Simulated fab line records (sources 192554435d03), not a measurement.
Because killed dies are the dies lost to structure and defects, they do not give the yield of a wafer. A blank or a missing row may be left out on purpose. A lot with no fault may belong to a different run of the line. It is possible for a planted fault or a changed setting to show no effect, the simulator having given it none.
Which of the tools did it? :: flow n5-finfet :: 37 wafers from 14 lots sampled at 4 of the route's 1938 steps

WHAT THE GAUGES READ, wafer by wafer
The record lacks any reading of a measuring or inspecting step that a usual standard deviation could be used to judge.

WHAT TOOL EACH LOT RAN ON (gives the tool, then ch and the chambers of the sampled wafers, and finally the start)
lot: L652
N5_BEOL_M6_PRE_CLEAN_45: pvd-sputter-02, day 9 03:29
N5_PASSIVATION_PRE_CLEAN_19: pvd-sputter-01, day 12 18:16
N5_PASSIVATION_DESCUM_46: rie-diel-06 ch 0,1, day 12 21:11
N5_PASSIVATION_PROBE_49: prober-02, day 13 00:17

lot: L654
N5_BEOL_M6_PRE_CLEAN_45: pvd-sputter-01, day 9 20:16
N5_PASSIVATION_PRE_CLEAN_19: pvd-sputter-03, day 13 05:13
N5_PASSIVATION_DESCUM_46: rie-diel-06 ch 0,1,3, day 13 08:23
N5_PASSIVATION_PROBE_49: prober-02, day 13 11:29

lot: L655
N5_BEOL_M6_PRE_CLEAN_45: pvd-sputter-01, day 10 03:56
N5_PASSIVATION_PRE_CLEAN_19: pvd-sputter-01, day 13 09:09
N5_PASSIVATION_DESCUM_46: rie-diel-04 ch 0,2, day 13 11:50
N5_PASSIVATION_PROBE_49: prober-01, day 13 14:52

lot: L657
N5_BEOL_M6_PRE_CLEAN_45: pvd-sputter-02, day 10 04:39
N5_PASSIVATION_PRE_CLEAN_19: pvd-sputter-02, day 13 05:03
N5_PASSIVATION_DESCUM_46: rie-diel-06 ch 0,3, day 13 07:36
N5_PASSIVATION_PROBE_49: -

lot: L656
N5_BEOL_M6_PRE_CLEAN_45: pvd-sputter-03, day 10 09:18
N5_PASSIVATION_PRE_CLEAN_19: pvd-sputter-02, day 13 11:10
N5_PASSIVATION_DESCUM_46: rie-diel-06 ch 0,1, day 13 14:17
N5_PASSIVATION_PROBE_49: prober-01, day 13 17:20

lot: L659
N5_BEOL_M6_PRE_CLEAN_45: pvd-sputter-01, day 11 02:36
N5_PASSIVATION_PRE_CLEAN_19: pvd-sputter-01, day 14 07:11
N5_PASSIVATION_DESCUM_46: rie-diel-05 ch 0,1, day 14 09:45
N5_PASSIVATION_PROBE_49: prober-01, day 14 12:51

lot: L660
N5_BEOL_M6_PRE_CLEAN_45: pvd-sputter-02, day 11 04:18
N5_PASSIVATION_PRE_CLEAN_19: pvd-sputter-01, day 14 17:40
N5_PASSIVATION_DESCUM_46: rie-diel-04 ch 2,3, day 14 20:08
N5_PASSIVATION_PROBE_49: prober-01, day 14 23:11

lot: L661
N5_BEOL_M6_PRE_CLEAN_45: pvd-sputter-02, day 11 16:28
N5_PASSIVATION_PRE_CLEAN_19: pvd-sputter-03, day 14 22:11
N5_PASSIVATION_DESCUM_46: rie-diel-05 ch 1,2,3, day 15 01:14
N5_PASSIVATION_PROBE_49: prober-01, day 15 04:22

lot: L665
N5_BEOL_M6_PRE_CLEAN_45: pvd-sputter-03, day 12 21:54
N5_PASSIVATION_PRE_CLEAN_19: pvd-sputter-02, day 16 05:51
N5_PASSIVATION_DESCUM_46: rie-diel-05 ch 2,3, day 16 08:32
N5_PASSIVATION_PROBE_49: prober-02, day 16 11:41

lot: L667
N5_BEOL_M6_PRE_CLEAN_45: pvd-sputter-03, day 12 21:59
N5_PASSIVATION_PRE_CLEAN_19: pvd-sputter-03, day 16 05:49
N5_PASSIVATION_DESCUM_46: rie-diel-06 ch 1,2, day 16 08:30
N5_PASSIVATION_PROBE_49: prober-01, day 16 11:33

lot: L668
N5_BEOL_M6_PRE_CLEAN_45: pvd-sputter-01, day 13 04:56
N5_PASSIVATION_PRE_CLEAN_19: pvd-sputter-03, day 16 13:29
N5_PASSIVATION_DESCUM_46: rie-diel-05 ch 0,1,2, day 16 16:46
N5_PASSIVATION_PROBE_49: prober-01, day 16 19:49

lot: L669
N5_BEOL_M6_PRE_CLEAN_45: pvd-sputter-01, day 13 23:35
N5_PASSIVATION_PRE_CLEAN_19: pvd-sputter-01, day 16 23:03
N5_PASSIVATION_DESCUM_46: rie-diel-05 ch 0,2, day 17 01:59
N5_PASSIVATION_PROBE_49: prober-01, day 17 05:02

lot: L674
N5_BEOL_M6_PRE_CLEAN_45: pvd-sputter-01, day 14 02:51
N5_PASSIVATION_PRE_CLEAN_19: pvd-sputter-02, day 17 16:02
N5_PASSIVATION_DESCUM_46: rie-diel-05 ch 2,3, day 17 19:07
N5_PASSIVATION_PROBE_49: -

lot: L671
N5_BEOL_M6_PRE_CLEAN_45: pvd-sputter-01, day 14 03:20
N5_PASSIVATION_PRE_CLEAN_19: pvd-sputter-03, day 17 17:38
N5_PASSIVATION_DESCUM_46: rie-diel-05 ch 1,2, day 17 20:56
N5_PASSIVATION_PROBE_49: -
- N5_BEOL_M6_PRE_CLEAN_45: time 30 s.
- N5_PASSIVATION_PRE_CLEAN_19
- N5_PASSIVATION_DESCUM_46: chemistry O2, time 7.9 s.
- N5_PASSIVATION_PROBE_49

WHAT THE TOOLS THEMSELVES READ (means of the sampled wafers that have a number; where no wafer has one, the mark that the record gives instead)
N5_BEOL_M6_PRE_CLEAN_45.
lot: L652
tool: pvd-sputter-02
heater-power-w (W): 342

lot: L654
tool: pvd-sputter-01
heater-power-w (W): 375

lot: L655
tool: pvd-sputter-01
heater-power-w (W): 359

lot: L657
tool: pvd-sputter-02
heater-power-w (W): 352

lot: L656
tool: pvd-sputter-03
heater-power-w (W): 382

lot: L659
tool: pvd-sputter-01
heater-power-w (W): 366

lot: L660
tool: pvd-sputter-02
heater-power-w (W): 341

lot: L661
tool: pvd-sputter-02
heater-power-w (W): 346

lot: L665
tool: pvd-sputter-03
heater-power-w (W): 341

lot: L667
tool: pvd-sputter-03
heater-power-w (W): 362

lot: L668
tool: pvd-sputter-01
heater-power-w (W): 394

lot: L669
tool: pvd-sputter-01
heater-power-w (W): 380

lot: L674
tool: pvd-sputter-01
heater-power-w (W): 385

lot: L671
tool: pvd-sputter-01
heater-power-w (W): 396

N5_PASSIVATION_PRE_CLEAN_19.
lot: L652
tool: pvd-sputter-01
heater-power-w (W): 565

lot: L654
tool: pvd-sputter-03
heater-power-w (W): 480

lot: L655
tool: pvd-sputter-01
heater-power-w (W): 548

lot: L657
tool: pvd-sputter-02
heater-power-w (W): 460

lot: L656
tool: pvd-sputter-02
heater-power-w (W): 478

lot: L659
tool: pvd-sputter-01
heater-power-w (W): 528

lot: L660
tool: pvd-sputter-01
heater-power-w (W): 566

lot: L661
tool: pvd-sputter-03
heater-power-w (W): 532

lot: L665
tool: pvd-sputter-02
heater-power-w (W): 481

lot: L667
tool: pvd-sputter-03
heater-power-w (W): 497

lot: L668
tool: pvd-sputter-03
heater-power-w (W): 481

lot: L669
tool: pvd-sputter-01
heater-power-w (W): 542

lot: L674
tool: pvd-sputter-02
heater-power-w (W): 473

lot: L671
tool: pvd-sputter-03
heater-power-w (W): 539

N5_PASSIVATION_DESCUM_46.
lot: L652
tool: rie-diel-06
drypump-motor-current-A (A): 6.4
oes-product-au (a.u.): 0.75
rf-vpp-V (V): 244.4
showerhead-plenum-p-Torr (Torr): 2.17
throttle-valve-pct (%): 20.6

lot: L654
tool: rie-diel-06
drypump-motor-current-A (A): 5.9
oes-product-au (a.u.): 0.74
rf-vpp-V (V): 243.7
showerhead-plenum-p-Torr (Torr): 2.16
throttle-valve-pct (%): 20.5

lot: L655
tool: rie-diel-04
drypump-motor-current-A (A): 5.6
oes-product-au (a.u.): 0.80
rf-vpp-V (V): 242.7
showerhead-plenum-p-Torr (Torr): 2.13
throttle-valve-pct (%): 20.8

lot: L657
tool: rie-diel-06
drypump-motor-current-A (A): 5.7
oes-product-au (a.u.): 0.71
rf-vpp-V (V): 244.1
showerhead-plenum-p-Torr (Torr): 2.15
throttle-valve-pct (%): 20.6

lot: L656
tool: rie-diel-06
drypump-motor-current-A (A): 6.5
oes-product-au (a.u.): 0.74
rf-vpp-V (V): 244.5
showerhead-plenum-p-Torr (Torr): 2.17
throttle-valve-pct (%): 20.6

lot: L659
tool: rie-diel-05
drypump-motor-current-A (A): 6.1
oes-product-au (a.u.): 0.77
rf-vpp-V (V): 245.0
showerhead-plenum-p-Torr (Torr): 2.20
throttle-valve-pct (%): 20.5

lot: L660
tool: rie-diel-04
drypump-motor-current-A (A): 6.3
oes-product-au (a.u.): 0.77
rf-vpp-V (V): 244.2
showerhead-plenum-p-Torr (Torr): 2.17
throttle-valve-pct (%): 20.5

lot: L661
tool: rie-diel-05
drypump-motor-current-A (A): 5.7
oes-product-au (a.u.): 0.80
rf-vpp-V (V): 242.9
showerhead-plenum-p-Torr (Torr): 2.11
throttle-valve-pct (%): 20.4

lot: L665
tool: rie-diel-05
drypump-motor-current-A (A): 5.5
oes-product-au (a.u.): 0.81
rf-vpp-V (V): 242.5
showerhead-plenum-p-Torr (Torr): 2.05
throttle-valve-pct (%): 20.0

lot: L667
tool: rie-diel-06
drypump-motor-current-A (A): 6.3
oes-product-au (a.u.): 0.80
rf-vpp-V (V): 243.8
showerhead-plenum-p-Torr (Torr): 2.13
throttle-valve-pct (%): 20.2

lot: L668
tool: rie-diel-05
drypump-motor-current-A (A): 5.8
oes-product-au (a.u.): 0.74
rf-vpp-V (V): 243.5
showerhead-plenum-p-Torr (Torr): 2.13
throttle-valve-pct (%): 20.5

lot: L669
tool: rie-diel-05
drypump-motor-current-A (A): 5.8
oes-product-au (a.u.): 0.77
rf-vpp-V (V): 243.7
showerhead-plenum-p-Torr (Torr): 2.10
throttle-valve-pct (%): 20.1

lot: L674
tool: rie-diel-05
drypump-motor-current-A (A): 5.6
oes-product-au (a.u.): 0.80
rf-vpp-V (V): 242.5
showerhead-plenum-p-Torr (Torr): 2.04
throttle-valve-pct (%): 20.0

lot: L671
tool: rie-diel-05
drypump-motor-current-A (A): 5.7
oes-product-au (a.u.): 0.71
rf-vpp-V (V): 243.1
showerhead-plenum-p-Torr (Torr): 2.12
throttle-valve-pct (%): 20.8

N5_PASSIVATION_PROBE_49.
lot: L652
tool: prober-02
defect-limited-yield (%): 91.8
killed_at_M0_to_M3: 24
killed_at_M4_up: 16
killed-at-contacts: 14
killed-at-front-end: 41
killed-at-other: 2
killed-dies: 96
killed-on-rim: 13
killed-open: 66
killed-short: 26
sort_bin_5_function (%): 5.0
sort_bin_6_memory (%): 2.6
sort-n-pass: 1084
sort-yield-pct (%): 91.8

lot: L654
tool: prober-02
defect-limited-yield (%): 90.5
killed_at_M0_to_M3: 52
killed_at_M4_up: 13
killed-at-contacts: 11
killed-at-front-end: 33
killed-at-other: 3
killed-dies: 112
killed-on-rim: 13
killed-open: 70
killed-short: 38
sort_bin_5_function (%): 6.1
sort_bin_6_memory (%): 3.1
sort-n-pass: 1068
sort-yield-pct (%): 90.5

lot: L655
tool: prober-01
defect-limited-yield (%): 91.4
killed_at_M0_to_M3: 28
killed_at_M4_up: 26
killed-at-contacts: 10
killed-at-front-end: 33
killed-at-other: 5
killed-dies: 102
killed-on-rim: 14
killed-open: 61
killed-short: 37
sort_bin_5_function (%): 5.4
sort_bin_6_memory (%): 2.8
sort-n-pass: 1078
sort-yield-pct (%): 91.4

lot: L656
tool: prober-01
defect-limited-yield (%): 88.8
killed_at_M0_to_M3: 32
killed_at_M4_up: 11
killed-at-contacts: 18
killed-at-front-end: 66
killed-at-other: 6
killed-dies: 132
killed-on-rim: 18
killed-open: 94
killed-short: 36
sort_bin_5_function (%): 7.1
sort_bin_6_memory (%): 3.7
sort-n-pass: 1048
sort-yield-pct (%): 88.8

lot: L659
tool: prober-01
defect-limited-yield (%): 92.1
killed_at_M0_to_M3: 25
killed_at_M4_up: 21
killed-at-contacts: 8
killed-at-front-end: 36
killed-at-other: 3
killed-dies: 93
killed-on-rim: 10
killed-open: 64
killed-short: 28
sort_bin_5_function (%): 4.5
sort_bin_6_memory (%): 3.1
sort-n-pass: 1087
sort-yield-pct (%): 92.1

lot: L660
tool: prober-01
defect-limited-yield (%): 92.3
killed_at_M0_to_M3: 30
killed_at_M4_up: 15
killed-at-contacts: 11
killed-at-front-end: 26
killed-at-other: 9
killed-dies: 91
killed-on-rim: 15
killed-open: 57
killed-short: 29
sort_bin_5_function (%): 4.4
sort_bin_6_memory (%): 2.9
sort-n-pass: 1089
sort-yield-pct (%): 92.3

lot: L661
tool: prober-01
defect-limited-yield (%): 91.1
killed_at_M0_to_M3: 43
killed_at_M4_up: 15
killed-at-contacts: 12
killed-at-front-end: 33
killed-at-other: 2
killed-dies: 105
killed-on-rim: 10
killed-open: 63
killed-short: 38
sort_bin_5_function (%): 5.1
sort_bin_6_memory (%): 3.5
sort-n-pass: 1075
sort-yield-pct (%): 91.1

lot: L665
tool: prober-02
defect-limited-yield (%): 85.2
killed_at_M0_to_M3: 29
killed_at_M4_up: 77
killed-at-contacts: 18
killed-at-front-end: 49
killed-at-other: 1
killed-dies: 174
killed-on-rim: 33
killed-open: 75
killed-short: 31
sort_bin_5_function (%): 9.0
sort_bin_6_memory (%): 3.9
sort-n-pass: 1006
sort-yield-pct (%): 85.2

lot: L667
tool: prober-01
defect-limited-yield (%): 84.4
killed_at_M0_to_M3: 30
killed_at_M4_up: 110
killed-at-contacts: 7
killed-at-front-end: 37
killed-at-other: 1
killed-dies: 184
killed-on-rim: 23
killed-open: 59
killed-short: 25
sort_bin_5_function (%): 9.4
sort_bin_6_memory (%): 3.6
sort-n-pass: 996
sort-yield-pct (%): 84.4

lot: L668
tool: prober-01
defect-limited-yield (%): 90.4
killed_at_M0_to_M3: 36
killed_at_M4_up: 20
killed-at-contacts: 6
killed-at-front-end: 48
killed-at-other: 2
killed-dies: 113
killed-on-rim: 15
killed-open: 75
killed-short: 32
sort_bin_5_function (%): 5.2
sort_bin_6_memory (%): 4.0
sort-n-pass: 1067
sort-yield-pct (%): 90.4

lot: L669
tool: prober-01
defect-limited-yield (%): 90.2
killed_at_M0_to_M3: 38
killed_at_M4_up: 24
killed-at-contacts: 10
killed-at-front-end: 34
killed-at-other: 10
killed-dies: 116
killed-on-rim: 13
killed-open: 74
killed-short: 32
sort_bin_5_function (%): 6.2
sort_bin_6_memory (%): 3.2
sort-n-pass: 1064
sort-yield-pct (%): 90.2

THE ANSWER, worked out from the rows above alone
Rule: what is usual is taken from the lots themselves. Put in order of their means at a reading, lots are off if they are a third of the lots or fewer, leave a main group of 4 or more, and stand apart from it by a gap of 3 or more times the standard deviation of the main group's means; of several such gaps the widest counts. A main group is skipped when, at the precision printed for the reading in the tables above, its means are all equal. A lot without any number at a reading at which 4 lots or more have one is off too. Any other lot the step has rows for is counted as sound. The gauges are gone through in route order, then the tools' own readings, and for those a lot's mean is taken as printed above. At the first step where some lot is off, the reading lying furthest off is the one used; lots without a number count as furthest.
Off: L665, L667 (N5_PASSIVATION_PROBE_49, killed_at_M4_up). For the main group the mean is 18 and the standard deviation 4.8. Neither off nor sound, because the step has no rows for them: L657, L674, L671.
If a tool, at that step or one of the process steps before it, ran each lot that is off and ran no sound lot following the first of them, it fits. One fits: pvd-sputter-03 at N5_BEOL_M6_PRE_CLEAN_45. Its last sound lot is L656 (day 10 09:18), its first lot that is off L665 (day 12 21:54): a fault that began between those two fits.

WHAT WAS PUT IN BY THE SIMULATOR
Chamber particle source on pvd-sputter-03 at N5_BEOL_M6_PRE_CLEAN_45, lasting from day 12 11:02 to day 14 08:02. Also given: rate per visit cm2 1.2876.
Struck lots among those shown: L665, L667. The rule above found the same.
